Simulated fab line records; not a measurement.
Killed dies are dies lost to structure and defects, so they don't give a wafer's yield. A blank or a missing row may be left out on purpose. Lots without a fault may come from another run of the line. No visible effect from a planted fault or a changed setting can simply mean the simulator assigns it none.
fab line records	flow nandHarc
record lots=6	wafers=18	lastDay=34
route steps=1302 shown A_SGD_CUT@895 END@1302
lots with no fault: from the same line, run without faults
startH: hours from the record's first day to the start of the lot's first wafer shown	waitH: hours elapsed since this lot's preceding step	" as in the row above	L1.1+2: a row that stands for several wafers	- no value present, or no start provided	* or withheld: withheld	< > ~ a bound
route shown NAME@n: a module of which the file shows steps, and the number in the route of the first	usual: the fault-free wafers' mean and standard deviation	same: alike in all rows	chamber/n: place in a boat	sites: the reading at each site	_std_site: the values' standard deviation	_edge_site: mean of outer sites minus mean of inner sites	radiusMm: for every site, how far away it sits from the centre of the wafer	mask NAME#n: copy n	behind: the tool/chamber that last shaped the wafer	hold: what put the lot on hold/how long, in hours/how the hold closed	device: names the non-switching transistor (n, p or np)	end of line: the tests these same wafers got at the end of their route	step lacking rows: just its recipe	killed: the dies lost at the first sort to structure and to defects; this is not the yield of the wafer	map: the dies of a wafer, with x for killed, . for not killed, _ for no die there
set.NAME: the setting that was run; set.NAME@STEP: the one run at that earlier step	model.NAME: the simulator's own value behind a step, which no gauge read
certain route steps with their lots: each step a table, each wafer a row
services: the hour from which a tool's chamber was out of use, counted from the record's first day as startH (under 0 if before that day), plus the number of hours and why
## steps
# step NHARC_A_SGD_CUT_COAT_03
# recipe spinRpm=1500	resistThkNm=90
# step NHARC_A_SGD_CUT_SOFTBAKE_04
# recipe tempC=105	timeS=55
# step NHARC_A_SGD_CUT_EBR_05
# step NHARC_A_SGD_CUT_EXPOSE_06
# recipe na=1.35	doseMj=85.59	maskId=SGD
# step NHARC_A_SGD_CUT_PEB_07
# recipe pebTempC=100	pebTimeS=65
# step NHARC_A_SGD_CUT_DEVELOP_08
# recipe developTimeS=35	devTempC=23
# step NHARC_A_SGD_CUT_CD_MEAS_09
# recipe targetCdNm=100	landingEnergyEv=500
# usual cdNm=99.8/0.52
lot.wafer	tool	chamber	startH	waitH	cdNm
L799.3	cdSem-01	0	476.42	-	99.3
L799.5	"	0	"	"	100.7
L799.6	"	0	"	"	99.7
L800.1	cdSem-03	0	487.88	-	100.3
L800.4	"	0	"	"	99.9
L800.6	"	0	"	"	100.3
L801.1	cdSem-01	0	510.87	-	99.9
L801.2	"	0	"	"	99.6
L801.3	"	0	"	"	100.6
L802.1	cdSem-01	0	520.55	-	100.3
L802.2	"	0	"	"	99.6
L802.3	"	0	"	"	100.2
L810.2	cdSem-02	0	598.28	-	99.8
L810.5	"	0	"	"	99.2
L810.6	"	0	"	"	100.4
L817.2	cdSem-01	0	678.92	-	99.3
L817.4	"	0	"	"	99.1
L817.6	"	0	"	"	99.4
# step NHARC_A_SGD_CUT_OVL_MEAS_10
# usual overlayXNm=0.1/0.88	overlayYNm=0.1/0.83
lot.wafer	tool	chamber	startH	waitH	overlayXNm	overlayYNm
L799.3	overlay-02	-	476.51	-	-1.2	-0.7
L799.5	"	-	"	"	-1.1	-1.3
L799.6	"	-	"	"	-0.6	-0.7
L800.1	overlay-02	-	487.97	-	-1.2	1.4
L800.4	"	-	"	"	-1.0	1.2
L800.6	"	-	"	"	-0.6	1.0
L801.1	overlay-01	-	510.96	-	-0.3	-0.3
L801.2	"	-	"	"	-1.0	-0.7
L801.3	"	-	"	"	-0.4	-0.9
L802.1	overlay-01	-	520.64	-	1.5	0.5
L802.2	"	-	"	"	1.2	0.2
L802.3	"	-	"	"	1.4	0.6
L810.2	overlay-02	-	598.37	-	1.8	0.4
L810.5	"	-	"	"	1.3	0.5
L810.6	"	-	"	"	1.5	0.3
L817.2	overlay-01	-	679.01	-	-0.4	0.3
L817.4	"	-	"	"	-0.2	0.3
L817.6	"	-	"	"	-0.3	-0.1
# step NHARC_A_SGD_CUT_INSPECT_11
# usual rawDefectCount=51/24
lot.wafer	tool	chamber	startH	waitH	rawDefectCount
L799.3	defectInspect-01	-	476.54	0.0	66
L799.5	"	-	"	"	58
L799.6	"	-	"	"	70
L800.1	defectInspect-02	-	488.01	0.0	63
L800.4	"	-	"	"	73
L800.6	"	-	"	"	71
L801.1	defectInspect-01	-	511.00	0.0	26
L801.2	"	-	"	"	30
L801.3	"	-	"	"	36
L802.1	defectInspect-02	-	520.68	0.0	73
L802.2	"	-	"	"	73
L802.3	"	-	"	"	68
L810.2	defectInspect-02	-	598.40	0.0	16
L810.5	"	-	"	"	15
L810.6	"	-	"	"	18
L817.2	defectInspect-02	-	679.05	0.0	21
L817.4	"	-	"	"	28
L817.6	"	-	"	"	41
# step NHARC_A_SGD_CUT_DESCUM_14
# recipe timeS=3	o2FlowSccm=200	arFlowSccm=0	biasPowerW=0	chemistry=O2
# usual drypumpMotorCurrentA=5.6/0.44	oesProductAu=1.000/0.012	rfVppV=57.8/0.87	showerheadPlenumPTorr=1.92/0.088	throttleValvePct=11.309/0.0092
lot.wafer	tool	chamber	startH	waitH	drypumpMotorCurrentA	oesProductAu	rfHoursCounterH	rfVppV	showerheadPlenumPTorr	throttleValvePct
L799.3	rieDiel-09	2	476.61	0.1	5.3	0.994	7	58.2	2.01	11.312
L799.6	"	1	"	"	5.6	1.003	-	58.4	1.88	11.309
L799.5	"	2	"	"	5.3	1.000	-	58.5	2.01	11.299
L800.1	rieDiel-11	0	488.07	0.1	5.4	0.994	3	57.0	1.79	11.296
L800.4	"	3	"	"	5.4	0.980	2	57.7	2.02	11.322
L800.6	"	1	"	"	6.7	0.981	-	57.0	1.89	11.310
L801.1	rieDiel-02	1	511.06	0.1	6.1	1.019	9	58.0	2.02	11.309
L801.3	"	2	"	"	5.3	0.990	9	57.6	2.05	11.307
L801.2	"	3	"	"	5.8	1.009	10	56.9	1.79	11.307
L802.2	rieDiel-11	2	520.74	0.1	5.9	1.004	4	58.8	1.96	11.312
L802.1	"	0	"	"	5.4	1.005	4	57.0	1.79	11.309
L802.3	"	1	"	"	6.7	0.986	4	58.2	1.89	11.313
L810.2	rieDiel-02	1	598.48	0.1	6.1	1.012	1	57.3	2.02	11.312
L810.6	"	3	"	"	5.8	0.999	-	57.9	1.79	11.302
L810.5	"	0	"	"	5.9	1.014	-	57.1	1.89	11.298
L817.4	rieDiel-11	1	679.11	0.1	6.7	0.981	4	58.0	1.88	11.318
L817.2	"	2	"	"	5.9	1.000	4	58.3	1.96	11.303
L817.6	"	1	"	"	6.7	0.980	-	59.2	1.88	11.309
# step NHARC_A_SGD_CUT_ETCH_58
# recipe targetDepthA=390	overEtchFrac=0.3	timeS=65	ionEnergyEv=80	cf4FlowSccm=150	arFlowSccm=0	rfW=300	biasW=100	chemistry=CF4
# usual biasW=99.98/0.28	cf4FlowSccm=149.9/0.42	drypumpMotorCurrentA=5.6/0.44	oesProductAu=1.000/0.012	rfVppV=151.4/1.2	showerheadPlenumPTorr=1.78/0.075	throttleValvePct=13.285/0.0083
lot.wafer	tool	chamber	startH	waitH	biasW	cf4FlowSccm	drypumpMotorCurrentA	oesProductAu	rfHoursCounterH	rfVppV	showerheadPlenumPTorr	throttleValvePct
L799.3	rieDiel-09	1	476.70	0.1	99.85	149.9	5.7	0.989	7	151.4	1.74	13.282
L799.6	"	3	"	"	99.72	150.2	4.9	1.016	-	150.2	1.83	13.290
L799.5	"	0	"	"	100.69	150.3	5.5	0.991	-	150.0	1.69	13.285
L800.4	rieDiel-11	1	488.15	0.1	99.98	150.3	6.7	0.981	3	149.6	1.75	13.297
L800.1	"	0	"	"	99.95	150.2	5.4	1.008	3	150.5	1.66	13.288
L800.6	"	1	"	"	99.91	149.9	6.7	0.987	-	150.0	1.75	13.288
L801.3	rieDiel-02	2	511.14	0.1	100.32	150.3	5.3	0.985	9	153.3	1.89	13.270
L801.2	"	3	"	"	100.09	149.8	5.8	0.999	10	149.5	1.66	13.269
L801.1	"	0	"	"	100.18	149.9	5.9	1.001	10	150.1	1.75	13.289
L802.3	rieDiel-11	1	520.83	0.1	100.06	150.0	6.7	0.977	4	150.2	1.75	13.287
L802.1	"	2	"	"	99.70	149.8	5.9	1.017	4	149.7	1.81	13.307
L802.2	"	3	"	"	100.11	149.9	5.4	0.986	4	151.0	1.85	13.295
L810.2	rieDiel-02	2	598.56	0.1	99.47	149.9	5.3	0.996	2	153.5	1.88	13.294
L810.6	"	0	"	"	99.95	150.3	5.9	1.010	-	151.3	1.75	13.279
L810.5	"	1	"	"	100.01	149.8	6.2	1.016	-	151.5	1.86	13.290
L817.4	rieDiel-11	2	679.50	0.4	100.30	150.2	5.9	1.006	4	152.3	1.81	13.280
L817.2	"	0	"	"	99.87	150.2	5.4	0.992	3	149.6	1.66	13.274
L817.6	"	3	"	"	100.27	150.0	5.5	1.005	-	152.8	1.85	13.277
# step NHARC_A_SGD_CUT_ETCH_59
# recipe targetDepthA=2600	overEtchFrac=0.25	timeS=406.25	ionEnergyEv=200	n2FlowSccm=150	h2FlowSccm=150	arFlowSccm=0	rfW=400	biasW=150	chemistry=N2/H2
# usual biasW=149.9/0.44	chamberPressureMTorr=30.002/0.028	drypumpMotorCurrentA=5.6/0.45	oesProductAu=0.999/0.012	rfVppV=430.7/2.7	showerheadPlenumPTorr=2.04/0.098	throttleValvePct=14.169/0.0095
lot.wafer	tool	chamber	startH	waitH	biasW	chamberPressureMTorr	drypumpMotorCurrentA	oesProductAu	rfHoursCounterH	rfVppV	showerheadPlenumPTorr	throttleValvePct
L799.3	rieDiel-09	2	-	-	149.4	30.000	5.4	0.994	7	433.8	2.15	14.165
L799.5	"	3	"	"	150.2	29.969	4.9	1.007	-	432.7	2.12	14.152
L799.6	"	0	"	"	150.6	30.039	5.5	0.990	-	429.3	1.94	14.166
L800.4	rieDiel-11	1	-	-	150.0	30.004	6.7	0.989	3	431.0	2.01	14.174
L800.1	"	3	"	"	149.8	30.028	5.4	0.992	3	434.9	2.15	14.160
L800.6	"	1	"	"	150.1	30.018	6.7	0.984	-	430.3	2.01	14.149
L801.1	rieDiel-02	3	-	-	149.3	30.030	5.8	1.005	10	425.6	1.90	14.172
L801.3	"	1	"	"	149.5	30.072	6.1	1.023	9	434.9	2.16	14.169
L801.2	"	2	"	"	149.3	30.013	5.3	0.982	9	433.7	2.19	14.156
L802.2	rieDiel-11	2	-	-	149.9	29.997	5.9	0.999	4	430.5	2.09	14.165
L802.1	"	3	"	"	149.9	29.940	5.5	0.987	4	433.1	2.15	14.177
L802.3	"	0	"	"	149.5	30.000	5.4	0.999	4	427.0	1.90	14.171
L810.2	rieDiel-02	3	-	-	149.4	29.981	5.8	1.003	2	426.3	1.90	14.166
L810.6	"	3	"	"	149.6	29.980	5.8	0.992	-	426.7	1.90	14.165
L810.5	"	0	"	"	150.2	29.998	5.9	1.009	-	429.7	2.01	14.170
L817.2	rieDiel-11	0	-	-	149.9	29.987	5.4	0.980	3	428.4	1.90	14.194
L817.4	"	1	"	"	150.1	30.020	6.7	0.977	5	428.6	2.01	14.170
L817.6	"	0	"	"	149.4	30.038	5.4	0.994	-	426.7	1.90	14.166
# step NHARC_A_SGD_CUT_ETCH_15
# recipe targetDepthA=750	timeS=64.3	ch3fFlowSccm=50	o2FlowSccm=30	arFlowSccm=200	rfW=500	biasW=100	chemistry=CH3F/O2
# usual biasW=100.0/0.33	ch3fFlowSccm=50.01/0.17	drypumpMotorCurrentA=5.6/0.43	oesProductAu=0.961/0.019	rfVppV=263.9/1.9	showerheadPlenumPTorr=2.47/0.11	throttleValvePct=20.663/0.0084
lot.wafer	tool	chamber	startH	waitH	biasW	ch3fFlowSccm	drypumpMotorCurrentA	oesProductAu	rfHoursCounterH	rfVppV	showerheadPlenumPTorr	throttleValvePct
L799.3	rieDiel-09	2	477.09	-	100.3	50.29	5.3	0.932	7	264.7	2.58	20.651
L799.6	"	1	"	"	99.2	50.17	5.7	0.924	-	262.9	2.42	20.672
L799.5	"	2	"	"	99.9	50.03	5.3	0.918	-	266.0	2.58	20.670
L800.4	rieDiel-11	1	488.55	-	-	-	-	-	-	-	-	-
L800.1	"	2	"	"	-	-	-	-	-	-	-	-
L800.6	"	1	"	"	-	-	-	-	-	-	-	-
L801.1	rieDiel-02	3	511.54	-	-	-	-	-	-	-	-	-
L801.2	"	0	"	"	-	-	-	-	-	-	-	-
L801.3	"	1	"	"	-	-	-	-	-	-	-	-
L802.2	rieDiel-11	0	521.23	-	99.8	49.80	5.4	0.949	4	260.2	2.30	20.653
L802.3	"	1	"	"	99.8	50.23	6.7	0.938	5	263.8	2.43	20.670
L802.1	"	2	"	"	99.7	50.37	5.9	0.963	5	264.6	2.52	20.669
L810.2	rieDiel-02	2	598.95	-	100.0	49.82	5.2	0.976	2	265.2	2.62	20.654
L810.5	"	2	"	"	99.5	49.95	5.2	0.974	-	267.1	2.62	20.665
L810.6	"	3	"	"	99.9	49.99	5.8	0.961	-	260.6	2.30	20.653
L817.4	rieDiel-11	3	679.90	-	99.7	49.89	5.4	0.957	5	266.5	2.58	20.665
L817.2	"	1	"	"	100.3	50.01	6.7	0.931	5	264.5	2.42	20.663
L817.6	"	0	"	"	99.6	50.28	5.4	0.948	-	262.3	2.30	20.659
# step NHARC_A_SGD_CUT_ETCH_16
# recipe targetDepthA=3105	timeS=155.2	c4f8FlowSccm=withheld	o2FlowSccm=8	arFlowSccm=withheld	rfW=600	biasW=800	chemistry=C4F8/O2/Ar
# usual biasW=799.9/2.6	chamberPressureMTorr=25.000/0.025	oesProductAu=0.970/0.016	rfVppV=723/4.6
lot.wafer	tool	chamber	startH	waitH	biasW	chamberPressureMTorr	oesProductAu	rfHoursCounterH	rfVppV
L799.3	rieDiel-09	3	-	-	798.8	25.015	0.953	8	726
L799.6	"	3	"	"	805.2	25.039	0.951	-	726
L799.5	"	0	"	"	803.2	24.977	0.934	-	720
L800.1	rieDiel-11	1	-	-	797.6	24.987	0.953	3	722
L800.4	"	0	"	"	802.3	24.985	0.968	3	717
L800.6	"	2	"	"	803.4	25.025	0.989	-	726
L801.2	rieDiel-02	3	-	-	797.5	25.014	1.000	10	716
L801.3	"	0	"	"	803.1	24.975	0.988	10	724
L801.1	"	1	"	"	793.9	25.030	0.973	9	728
L802.1	rieDiel-11	0	-	-	799.5	24.968	0.958	4	715
L802.2	"	1	"	"	800.7	24.991	0.946	5	721
L802.3	"	2	"	"	802.4	25.031	0.961	5	726
L810.2	rieDiel-02	0	-	-	797.4	25.045	0.990	2	721
L810.6	"	3	"	"	802.6	24.971	0.974	-	718
L810.5	"	0	"	"	797.5	25.003	0.974	-	723
L817.4	rieDiel-11	3	-	-	800.0	24.977	0.958	5	727
L817.2	"	0	"	"	797.7	25.022	0.968	3	717
L817.6	"	3	"	"	802.5	24.966	0.968	-	728
# step NHARC_END_SORT_01
# recipe tempC=25
# usual killedAtArray=55/15	killedAtOther=1.0/1.2	killedAtPeriphery=3.4/2.2	killedDies=59/15	killedOpen=3.2/2	killedShort=2.5/1.7
# same grossDies=677
lot.wafer	tool	chamber	startH	waitH	killedAtArray	killedAtOther	killedAtPeriphery	killedDies	killedOpen	killedShort
L800.1	prober-02	0	619.49	2.5	677	0	0	677	1	4
L800.4	prober-02	0	621.88	3.4	673	1	3	677	5	3
L800.6	prober-02	0	623.48	4.0	675	1	1	677	3	3
L801.1	prober-01	0	639.42	2.5	676	0	1	677	3	1
L801.2	prober-01	0	640.21	2.8	675	0	2	677	4	3
L801.3	prober-01	0	641.01	3.1	677	0	0	677	1	3
# killed by level:class
L800.1 A_SGD_CUT:areaEtch=600 A_CHANNEL_HOLE_D2:chamberFilmFlake=32 A_SLIT:chamberFilmFlake=29 A_CHANNEL_HOLE_D1:chamberFilmFlake=7 A_ONON_D1:geometricParticle:short=2 A_CONTACT:chamberFilmFlake=2 A_DECK1_JOINT:geometricParticle:short=1 A_WL_FILL:geometricParticle:short=1
L800.4 A_SGD_CUT:areaEtch=596 A_CHANNEL_HOLE_D2:chamberFilmFlake=39 A_SLIT:chamberFilmFlake=27 A_CHANNEL_HOLE_D1:chamberFilmFlake=5 P_M0:geometricParticle:open=1 P_M1:geometricParticle:open=1 A_SOURCE_PLATE:geometricParticle:short=1 A_DECK1_JOINT:geometricParticle:open=1
L800.6 A_SGD_CUT:areaEtch=575 A_CHANNEL_HOLE_D2:chamberFilmFlake=38 A_SLIT:chamberFilmFlake=38 A_CHANNEL_HOLE_D1:chamberFilmFlake=11 A_STAIRCASE:chamberFilmFlake=3 A_CHANNEL_FILL_D2:geometricParticle:short=2 A_CONTACT:chamberFilmFlake=2 A_ONON_D1:geometricParticle:open=1
L801.1 A_SGD_CUT:areaEtch=641 A_CHANNEL_HOLE_D2:chamberFilmFlake=13 A_CONTACT:chamberFilmFlake=6 A_M1:chamberFilmFlake=4 A_CHANNEL_HOLE_D1:chamberFilmFlake=3 A_STAIRCASE:chamberFilmFlake=3 A_DECK1_JOINT:geometricParticle:open=2 A_ONON_D1:geometricParticle:open=1
L801.2 A_SGD_CUT:areaEtch=642 A_CHANNEL_HOLE_D2:chamberFilmFlake=16 A_CONTACT:chamberFilmFlake=5 A_WL_FILL:geometricParticle:short=2 A_CHANNEL_HOLE_D1:chamberFilmFlake=2 P_GATE:geometricParticle:open=1 P_M0:geometricParticle:open=1 A_ONON_D2:geometricParticle:short=1
L801.3 A_SGD_CUT:areaEtch=645 A_CHANNEL_HOLE_D2:chamberFilmFlake=18 A_STAIRCASE:chamberFilmFlake=7 A_CONTACT:chamberFilmFlake=2 A_CHANNEL_FILL_D1:geometricParticle:short=1 A_DECK1_JOINT:geometricParticle:open=1 A_ONON_D2:geometricParticle:short=1 A_CHANNEL_FILL_D2:geometricParticle:short=1
# map L800.1 (x killed, . not)
____________x____________
_________xxxxxxx_________
_______xxxxxxxxxxx_______
______xxxxxxxxxxxxx______
_____xxxxxxxxxxxxxxx_____
____xxxxxxxxxxxxxxxxx____
____xxxxxxxxxxxxxxxxx____
___xxxxxxxxxxxxxxxxxxx___
___xxxxxxxxxxxxxxxxxxx___
__xxxxxxxxxxxxxxxxxxxxx__
__xxxxxxxxxxxxxxxxxxxxx__
_xxxxxxxxxxxxxxxxxxxxxxx_
_xxxxxxxxxxxxxxxxxxxxxxx_
_xxxxxxxxxxxxxxxxxxxxxxx_
_xxxxxxxxxxxxxxxxxxxxxxx_
_xxxxxxxxxxxxxxxxxxxxxxx_
xxxxxxxxxxxxxxxxxxxxxxxxx
xxxxxxxxxxxxxxxxxxxxxxxxx
xxxxxxxxxxxxxxxxxxxxxxxxx
xxxxxxxxxxxxxxxxxxxxxxxxx
xxxxxxxxxxxxxxxxxxxxxxxxx
_xxxxxxxxxxxxxxxxxxxxxxx_
_xxxxxxxxxxxxxxxxxxxxxxx_
_xxxxxxxxxxxxxxxxxxxxxxx_
_xxxxxxxxxxxxxxxxxxxxxxx_
_xxxxxxxxxxxxxxxxxxxxxxx_
__xxxxxxxxxxxxxxxxxxxxx__
__xxxxxxxxxxxxxxxxxxxxx__
___xxxxxxxxxxxxxxxxxxx___
___xxxxxxxxxxxxxxxxxxx___
____xxxxxxxxxxxxxxxxx____
____xxxxxxxxxxxxxxxxx____
_____xxxxxxxxxxxxxxx_____
______xxxxxxxxxxxxx______
_______xxxxxxxxxxx_______
_________xxxxxxx_________
____________x____________
# map L801.1 (x killed, . not)
____________x____________
_________xxxxxxx_________
_______xxxxxxxxxxx_______
______xxxxxxxxxxxxx______
_____xxxxxxxxxxxxxxx_____
____xxxxxxxxxxxxxxxxx____
____xxxxxxxxxxxxxxxxx____
___xxxxxxxxxxxxxxxxxxx___
___xxxxxxxxxxxxxxxxxxx___
__xxxxxxxxxxxxxxxxxxxxx__
__xxxxxxxxxxxxxxxxxxxxx__
_xxxxxxxxxxxxxxxxxxxxxxx_
_xxxxxxxxxxxxxxxxxxxxxxx_
_xxxxxxxxxxxxxxxxxxxxxxx_
_xxxxxxxxxxxxxxxxxxxxxxx_
_xxxxxxxxxxxxxxxxxxxxxxx_
xxxxxxxxxxxxxxxxxxxxxxxxx
xxxxxxxxxxxxxxxxxxxxxxxxx
xxxxxxxxxxxxxxxxxxxxxxxxx
xxxxxxxxxxxxxxxxxxxxxxxxx
xxxxxxxxxxxxxxxxxxxxxxxxx
_xxxxxxxxxxxxxxxxxxxxxxx_
_xxxxxxxxxxxxxxxxxxxxxxx_
_xxxxxxxxxxxxxxxxxxxxxxx_
_xxxxxxxxxxxxxxxxxxxxxxx_
_xxxxxxxxxxxxxxxxxxxxxxx_
__xxxxxxxxxxxxxxxxxxxxx__
__xxxxxxxxxxxxxxxxxxxxx__
___xxxxxxxxxxxxxxxxxxx___
___xxxxxxxxxxxxxxxxxxx___
____xxxxxxxxxxxxxxxxx____
____xxxxxxxxxxxxxxxxx____
_____xxxxxxxxxxxxxxx_____
______xxxxxxxxxxxxx______
_______xxxxxxxxxxx_______
_________xxxxxxx_________
____________x____________
## services
tool	chamber	startH	hours	kind
rieDiel-11	0	466.02	-	clean
rieDiel-11	1	466.02	-	clean
rieDiel-11	2	466.02	-	clean
rieDiel-11	3	466.02	-	clean
rieDiel-09	-	487.98	0.5	repair
rieDiel-11	0	490.52	-	clean
rieDiel-11	1	490.52	-	clean
rieDiel-11	2	490.52	-	clean
rieDiel-11	3	490.52	-	clean
rieDiel-09	-	497.10	9.0	pm
rieDiel-11	0	515.02	-	clean
rieDiel-11	1	515.02	-	clean
rieDiel-09	-	525.22	0.2	repair
rieDiel-09	-	529.65	0.7	repair
rieDiel-09	2	545.26	13.2	repair
rieDiel-02	0	568.53	3.7	repair
rieDiel-02	-	570.70	9.0	pm
rieDiel-11	-	609.50	9.0	pm
rieDiel-11	0	629.64	7.3	repair
rieDiel-11	3	634.94	4.3	repair
rieDiel-02	1	638.88	25.5	repair
rieDiel-02	-	653.56	0.1	repair
rieDiel-11	2	672.49	4.3	repair
rieDiel-09	-	674.10	9.0	pm
## key
firstSign step=NHARC_A_SGD_CUT_ETCH_15	reading=toolRecord	direction=missing
effect step=NHARC_END_SORT_01	reading=killedDies	direction=up	sigmas=42	usual=59	struck=677
moreKillsBornAt NHARC_A_SGD_CUT_ETCH_15@rieDiel-02=1928	NHARC_A_SGD_CUT_ETCH_15@rieDiel-11=1771
metAt NHARC_A_SGD_CUT_ETCH_15
struckWafers L800.1,L800.4,L800.6,L801.1,L801.2,L801.3
laterRowsLeftOut L800.1,L800.4,L800.6,L801.1,L801.2,L801.3
testerLeftOut L800,L801
fault kind=skippedStepWhole	tool=rieDiel-02,rieDiel-11	chamber=-	onsetH=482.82	steps=NHARC_A_SGD_CUT_ETCH_15	scope=struckLotsOnly
# testerLeftOut: of these lots the tester's yield and bins aren't shown, on N5 and GAA mostly nor the transistor test; their killed dies are dies lost to structure and defects alone, not to doping, threshold or leakage, so they don't give the yield
# laterRowsLeftOut: the simulator's readings of these wafers behind a module that went badly wrong aren't trusted and aren't shown, but for the sort
